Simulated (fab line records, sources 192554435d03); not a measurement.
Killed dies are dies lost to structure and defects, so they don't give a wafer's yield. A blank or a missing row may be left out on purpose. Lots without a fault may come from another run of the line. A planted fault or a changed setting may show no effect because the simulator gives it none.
Problem report in the 8D (eight disciplines) form, filled by code | flow n5_finfet | the parts of the form that need people (team, actions taken, sign-off) are left out

1. THE PROBLEM
barrier_field_endpoint_s at N5_BEOL_M14_CMP_49 reads a mean of 8.9 s on 5 wafers of 3 lots; wafers without a fault read 11.4 s with a standard deviation of 0.3. That is -8.3 standard deviations from the usual mean.
The step: polishes, stops on SiO2, t overpolish 5.2 s, target thk 560 nm.
First seen on wafer L708.3, day 16 00:21, on cmp-03. The record holds 30 wafers of 11 lots with a number at this step. Rule for "out", or "out of limits": more than 4 standard deviations from the usual mean. The other wafers with a number count as sound.

2. WHAT IT IS AND WHAT IT IS NOT
question                    | is                                     | is not
which readings at this step | barrier_field_endpoint_s               | clearing_platen_rpm, motor_current_A
which lots                  | L708, L710, L711                       | L693, L697, L700, L702, L703, L705, L707, L715
which wafers of those lots  | L708.3, L710.3, L710.4, L711.3, L711.4 | L708.1, L710.6
read on which tools         | cmp-02, cmp-03                         | cmp-01
when                        | from day 16 00:21                      | up to then (21 sound wafers); but 4 sound wafers of L710, L715 came after

3. SUSPECTS, AND WHAT RULES EACH OUT
Counting: a tool at a process step up to the reading stays a suspect if it ran every lot that is out. Sound lots after the first of them don't rule it out here, since some wafers of a struck lot are sound.
- rie_diel-06 at N5_BEOL_M14_ETCH_68 (etches SOC in N2/H2, time 450 s): kept. It ran every lot that is out, first L708 (day 15 22:07); its last sound lot up to then is L703 (day 14 08:36).
- pvd_sputter-02 at N5_BEOL_M14_SPUTTER_44 (material Ta, target thk 15 nm, time 24.19 s): kept. It ran every lot that is out, first L708 (day 15 23:37); its last sound lot up to then is L705 (day 15 05:50).
- pvd_sputter-02 at N5_BEOL_M14_SPUTTER_45 (material Cu, target thk 100 nm, time 16.67 s): kept. It ran every lot that is out, first L708 (day 15 23:42); its last sound lot up to then is L705 (day 15 05:55).
Left after counting: rie_diel-06 at N5_BEOL_M14_ETCH_68, pvd_sputter-02 at N5_BEOL_M14_SPUTTER_44, pvd_sputter-02 at N5_BEOL_M14_SPUTTER_45.

4. THE CAUSE (what the simulator had put in)
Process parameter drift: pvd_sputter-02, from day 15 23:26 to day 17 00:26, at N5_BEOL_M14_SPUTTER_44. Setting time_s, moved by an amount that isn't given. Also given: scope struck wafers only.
Counting left 3 suspects, and this tool is among them.

5. THE CHAIN OF EFFECTS, in route order
Each row: a reading whose mean over the struck wafers that have a number lies more than 3 standard deviations from the usual. Only readings for which the record gives a usual standard deviation are gone through. hours: the time from each lot's start at the first step in this table that gives one to its start at this step, as a median over the lots. sigmas: the change in usual standard deviations.
hours | step               | reading                  | usual  | on struck wafers | change | sigmas
0     | N5_BEOL_M14_CMP_49 | barrier_field_endpoint_s | 11.4 s | 8.9              | -2.5   | -8.3
The process steps in it:
- N5_BEOL_M14_CMP_49: polishes, stops on SiO2, t overpolish 5.2 s, target thk 560 nm.
Later measuring or inspecting steps at which every struck wafer that the step has a row for has a number for every such reading, and none has moved that far: N5_BEOL_M15_THK_MEAS_01.

6. WHAT WOULD HAVE CAUGHT IT SOONER
In this record the first reading out of limits was taken at day 16 00:21, 1 hour after the fault began at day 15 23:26.
Of the tool readings at N5_BEOL_M14_SPUTTER_44 for which the record gives a usual standard deviation, none was out on any struck wafer, so an alarm limit of 4 standard deviations on them would not have fired.
Of the lots that are out (3), L711, L710 began N5_BEOL_M14_SPUTTER_44 on pvd_sputter-02 after day 16 00:21. A hold on the tool at that time would have spared those 2.
